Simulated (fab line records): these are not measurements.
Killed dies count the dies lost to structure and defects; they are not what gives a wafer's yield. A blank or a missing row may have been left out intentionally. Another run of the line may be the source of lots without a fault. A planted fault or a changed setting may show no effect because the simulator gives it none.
fab line records    flow nand-harc
record lots=6  wafers=18  last-day=24
route steps=1159 shown A_CONTACT@957 A_BLC@964 END@1159
lots with no fault: from the same line, run without faults
start-h: the number of hours between the record's first day and the start of the first shown wafer of the lot    wait-h: hours since the lot's step before    " same as the row above    L1.1+2: a single row standing in for several wafers    - no value present, or no start provided    * or withheld: withheld    < > ~ a bound
route shown NAME@n: NAME is a module with steps in the file, n the number in the route of the first one    usual: the fault-free wafers' mean and standard deviation    same: alike in all rows    chamber/n: place in a boat    sites: per-site readings    _std_site: standard deviation of those values    _edge_site: outer sites' mean less inner sites'    radius-mm: for every site, how far away it sits from the centre of the wafer    mask NAME#n: copy n    behind: tool/chamber where the wafer was last shaped    hold: the reason the lot was held/the length of the hold in hours/how it ended    device: whichever transistor did not switch (one of n, p or np)    end of line: tests run on the same wafers once the route is complete    for a step that has no rows: nothing shown but its recipe    killed: at the first sort, the dies lost to defects and structure; wafer yield is something else    map: dies across one wafer; x = killed, . = not, _ = none there
set.NAME: the setting as run; set.NAME@STEP: as run at that earlier step    model.NAME: the simulator's own value behind a step, which no gauge read
certain route steps with their lots: each step a table, each wafer a row
services: from which hour (start-h, from the record's first day; less than 0 if before it) a tool's chamber was out of use, for how many hours, and why
## steps
# step NHARC_A_CONTACT_STRIP_27
# recipe time-s=600  temp-c=30  chemistry=post-etch-residue-remover
# step NHARC_A_CONTACT_ALD_18
# recipe target-thk-a=30  pulse-time-s=1  ald-cycles=150  temp-c=450  material=TiN
# usual heater-power-outer-w=692/87  heater-power-w=1071/130  precursor-pulse-height-rel=1.000/0.018
lot.wafer  tool          chamber  start-h  wait-h  heater-power-outer-w  heater-power-w  precursor-pulse-height-rel
L112.4     ald-metal-03  2        390.07   -       600                   820             0.996
L112.5     "             2        "        "       586                   824             1.004
L112.6     "             3        "        "       827                   1235            0.995
L114.4     ald-metal-04  1        398.06   -       597                   996             0.979
L114.6     "             1        "        "       590                   994             1.008
L114.5     "             2        "        "       640                   1035            1.006
L118.3     ald-metal-03  2        434.68   -       586                   825             1.008
L118.6     "             1        "        "       662                   1083            1.017
L118.5     "             2        "        "       593                   815             1.016
L122.4     ald-metal-04  3        445.44   -       825                   1179            0.991
L122.1     "             1        "        "       568                   968             1.002
L122.5     "             2        "        "       613                   988             1.004
L131.4     ald-metal-03  3        496.45   -       840                   1262            0.998
L131.6     "             2        "        "       587                   844             0.974
L131.5     "             3        "        "       834                   1298            1.027
L133.3     ald-metal-03  0        524.12   -       721                   1116            1.010
L133.2     "             3        "        "       896                   1313            0.983
L133.5     "             1        "        "       666                   1089            0.992
# step NHARC_A_CONTACT_CVD_19
# recipe target-thk-a=3000  temp-c=300  pressure-torr=40  wf6-flow-sccm=40  h2-flow-sccm=1600  ar-flow-sccm=1560  time-s=802  material=W
# usual heater-power-outer-w=279/25  heater-power-w=467/40  throttle-valve-pct=8.02/0.24
lot.wafer  tool      chamber  start-h  wait-h  heater-power-outer-w  heater-power-w  throttle-valve-pct
L112.4     cvd-w-01  0        -        -       319                   538             8.27
L112.5     "         0        "        "       311                   529             8.36
L112.6     "         1        "        "       271                   442             8.25
L114.4     cvd-w-02  0        -        -       297                   458             7.51
L114.6     "         1        "        "       239                   433             8.12
L114.5     "         0        "        "       300                   453             7.41
L118.3     cvd-w-01  1        -        -       264                   437             8.12
L118.5     "         0        "        "       312                   548             8.14
L118.6     "         1        "        "       274                   449             8.02
L122.1     cvd-w-02  0        -        -       291                   452             7.91
L122.4     "         0        "        "       290                   450             7.58
L122.5     "         1        "        "       240                   427             8.05
L131.4     cvd-w-02  1        -        -       242                   440             8.02
L131.5     "         0        "        "       292                   459             7.55
L131.6     "         1        "        "       247                   447             7.75
L133.2     cvd-w-02  1        -        -       245                   434             8.21
L133.3     "         1        "        "       258                   435             7.87
L133.5     "         1        "        "       246                   436             8.08
# step NHARC_A_CONTACT_CMP_20
# recipe t-overpolish-s=30  target-thk-nm=300
# usual edge-zone-pressure-frac=1.000/0.0044  motor-current-A=11.7/1.2  overpolish-run-s=30.001/0.0099  time-to-endpoint-s=62/3.5
lot.wafer  tool    chamber  start-h  wait-h  edge-zone-pressure-frac  motor-current-A  overpolish-run-s  time-to-endpoint-s
L112.4     cmp-01  3        394.71   0.6     1.007                    10.9             30.011            61
L112.5     "       0        "        "       0.990                    11.7             30.002            66
L112.6     "       1        "        "       1.004                    11.5             30.016            66
L114.4     cmp-01  0        401.76   0.4     1.000                    11.9             29.992            63
L114.6     "       2        "        "       1.002                    14.5             30.001            54
L114.5     "       3        "        "       0.997                    11.5             30.010            59
L118.3     cmp-01  0        435.97   0.4     0.991                    11.9             29.990            64
L118.5     "       3        "        "       1.003                    12.2             30.015            58
L118.6     "       0        "        "       0.987                    11.4             29.999            65
L122.4     cmp-02  0        447.11   0.5     1.001                    11.4             29.997            59
L122.1     "       1        "        "       0.992                    12.5             30.004            62
L122.5     "       0        "        "       0.997                    10.9             30.000            61
L131.4     cmp-02  1        497.54   0.4     1.001                    12.2             30.001            60
L131.5     "       0        "        "       0.994                    11.2             30.005            62
L131.6     "       1        "        "       1.002                    12.9             30.001            63
L133.3     cmp-04  1        525.21   0.4     0.996                    12.2             29.980            59
L133.2     "       3        "        "       1.003                    10.2             30.000            59
L133.5     "       1        "        "       0.996                    12.8             30.021            60
# step NHARC_A_CONTACT_SRD_22
# step NHARC_A_CONTACT_INSPECT_23
# usual raw-defect-count=469/140
lot.wafer  tool               chamber  start-h  wait-h  raw-defect-count
L112.4     defect-inspect-02  -        395.05   0.1     684
L112.5     "                  -        "        "       663
L112.6     "                  -        "        "       584
L114.4     defect-inspect-02  -        402.11   0.1     354
L114.5     "                  -        "        "       358
L114.6     "                  -        "        "       435
L118.3     defect-inspect-01  -        436.35   0.1     487
L118.5     "                  -        "        "       491
L118.6     "                  -        "        "       469
L122.1     defect-inspect-01  -        447.52   0.1     745
L122.4     "                  -        "        "       796
L122.5     "                  -        "        "       465
L131.4     defect-inspect-02  -        497.93   0.1     487
L131.5     "                  -        "        "       350
L131.6     "                  -        "        "       333
L133.2     defect-inspect-01  -        525.62   0.1     635
L133.3     "                  -        "        "       430
L133.5     "                  -        "        "       440
# step NHARC_A_BLC_DEHYDRATE_00
# recipe temp-c=150  time-s=120
# step NHARC_A_BLC_HMDS_01
# recipe time-s=30
# step NHARC_A_BLC_COAT_02
# recipe temp-c=260  time-s=75
# step NHARC_A_BLC_COAT_03
# recipe temp-c=225  time-s=65
# step NHARC_A_BLC_COAT_04
# recipe spin-rpm=1500  resist-thk-nm=90
# step NHARC_A_BLC_SOFTBAKE_05
# recipe temp-c=105  time-s=55
# usual heater-power-total-W=188.45/0.13  plate-temp-C=104.97/0.12
lot.wafer  tool            chamber  start-h  wait-h  heater-power-total-W  plate-temp-C
L112.4     litho-track-06  0        395      -       188.28                105.06
L112.5     "               0        "        "       188.77                104.95
L112.6     "               0        "        "       188.68                104.99
L114.4     litho-track-01  0        402      -       188.71                104.87
L114.5     "               0        "        "       188.37                104.88
L114.6     "               0        "        "       188.37                104.90
L118.3     litho-track-06  0        436      -       192.29                106.60
L118.5     "               0        "        "       192.15                106.31
L118.6     "               0        "        "       192.57                106.42
L122.1     litho-track-06  0        447      -       192.17                106.62
L122.4     "               0        "        "       192.58                106.56
L122.5     "               0        "        "       192.44                106.69
L131.4     litho-track-01  0        497      -       188.42                104.80
L131.5     "               0        "        "       188.42                104.87
L131.6     "               0        "        "       188.38                104.92
L133.2     litho-track-04  0        525      -       188.35                104.91
L133.3     "               0        "        "       188.51                104.74
L133.5     "               0        "        "       188.27                104.76
# step NHARC_A_BLC_EBR_06
# step NHARC_END_SORT_01
# recipe temp-c=25
# usual killed-at-array=28/11  killed-at-other=0.5/0.87  killed-at-periphery=2.9/2.2  killed-dies=32/11  killed-open=3.2/1.9  killed-short=1.8/1.4
# same gross-dies=677
lot.wafer  tool       chamber  start-h  wait-h  killed-at-array  killed-at-other  killed-at-periphery  killed-dies  killed-open  killed-short
L114.4     prober-01  0        458.66   3.4     20               0                3                    23           3            0
L114.5     prober-01  0        459.45   3.7     27               1                3                    31           8            2
L114.6     prober-01  0        460.24   4.0     28               0                0                    28           3            3
L122.1     prober-02  0        491.36   2.5     29               1                5                    35           2            4
L122.4     prober-02  0        493.74   3.4     36               0                2                    38           5            1
L122.5     prober-02  0        494.53   3.7     34               0                3                    37           1            2
# killed by level:class
L114.4 A_CHANNEL_HOLE_D1:chamber-film-flake=18 P_CONTACT:geometric-particle:open=2 A_CONTACT:geometric-particle:open=1 P_M2:chamber-film-flake=1 A_CONTACT:chamber-film-flake=1
L114.5 A_CHANNEL_HOLE_D1:chamber-film-flake=16 A_CONTACT:geometric-particle:open=3 A_STAIRCASE:chamber-film-flake=2 P_GATE:geometric-particle:open=1 P_M0:geometric-particle:open=1 A_ONON_D1:geometric-particle:open=1 A_WL_FILL:geometric-particle:short=1 A_WL_FILL:geometric-particle:open=1
L114.6 A_CHANNEL_HOLE_D1:chamber-film-flake=16 A_STAIRCASE:chamber-film-flake=3 A_CONTACT:chamber-film-flake=2 A_SOURCE_PLATE:geometric-particle:short=1 A_SOURCE_PLATE:geometric-particle:open=1 A_CHANNEL_HOLE_D1:geometric-particle:short=1 A_CONTACT:geometric-particle:open=1 A_M0:geometric-particle:open=1
L122.1 A_CHANNEL_HOLE_D1:chamber-film-flake=15 A_SLIT:chamber-film-flake=7 P_M2:chamber-film-flake=4 A_CONTACT:chamber-film-flake=2 A_CHANNEL_FILL_D1:geometric-particle:short=1 A_WL_FILL:geometric-particle:short=1 A_BLC:geometric-particle:short=1 A_M0:geometric-particle:short=1
L122.4 A_CHANNEL_HOLE_D1:chamber-film-flake=16 A_SLIT:chamber-film-flake=10 A_M0:geometric-particle:open=3 A_STAIRCASE:chamber-film-flake=3 A_CHANNEL_FILL_D1:geometric-particle:short=1 A_WL_FILL:geometric-particle:open=1 A_CONTACT:geometric-particle:open=1 P_M1:chamber-film-flake=1
L122.5 A_SLIT:chamber-film-flake=14 A_CHANNEL_HOLE_D1:chamber-film-flake=11 A_STAIRCASE:chamber-film-flake=4 P_M2:chamber-film-flake=2 A_CONTACT:chamber-film-flake=2 A_CHANNEL_FILL_D1:geometric-particle:short=1 A_CONTACT:geometric-particle:short=1 A_CONTACT:geometric-particle:open=1
## services
tool            chamber  start-h  hours  kind
ald-metal-04    2        369.80   5.4    repair
cmp-01          -        375.59   4.0    pm
cvd-w-02        -        379.01   13.0   pm
cvd-w-02        0        379.01   13.0   vent-cycle
cvd-w-02        1        379.01   13.0   vent-cycle
cvd-w-02        0        392.01   -      clean
cvd-w-02        1        392.01   -      clean
cmp-04          -        399.73   4.0    pm
ald-metal-03    0        402.98   4.0    repair
ald-metal-04    -        406.00   10.0   pm
cmp-02          -        422.71   4.0    pm
litho-track-01  -        443.00   7.0    pm
cmp-02          -        462.64   1.8    repair
litho-track-06  -        467.00   7.0    pm
cmp-04          -        469.24   3.6    repair
cmp-01          -        473.59   4.0    pm
cvd-w-01        -        479.89   13.0   pm
cmp-02          -        489.15   1.1    repair
litho-track-04  -        491.00   7.0    pm
cmp-04          -        497.85   4.0    pm
ald-metal-03    -        500.00   10.0   pm
ald-metal-04    2        500.77   25.5   repair
cmp-02          -        520.71   4.0    pm
cmp-02          -        525.05   1.2    repair
## key
first-sign step=NHARC_A_BLC_SOFTBAKE_05  reading=heater-power-total-W  direction=up  sigmas=30  usual=*  struck=*
effect step=NHARC_A_BLC_SOFTBAKE_05  reading=plate-temp-C  direction=up  sigmas=13  usual=*  struck=*
met-at NHARC_A_BLC_SOFTBAKE_05
struck-wafers L118.3,L118.5,L118.6,L122.1,L122.4,L122.5
tester-left-out L118,L122
onset-between 395 436
fault kind=process-parameter-drift  tool=litho-track-06  chamber=-  onset-h=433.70  steps=NHARC_A_BLC_SOFTBAKE_05  channel=temp-c  offset=*  shape=step  end-h=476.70  acts-in=*  stated=*
# tester-left-out: of these lots the tester's yield and bins aren't shown, on N5 and GAA mostly nor the transistor test; their killed dies are dies lost to structure and defects alone, not to doping, threshold or leakage, so they don't give the yield
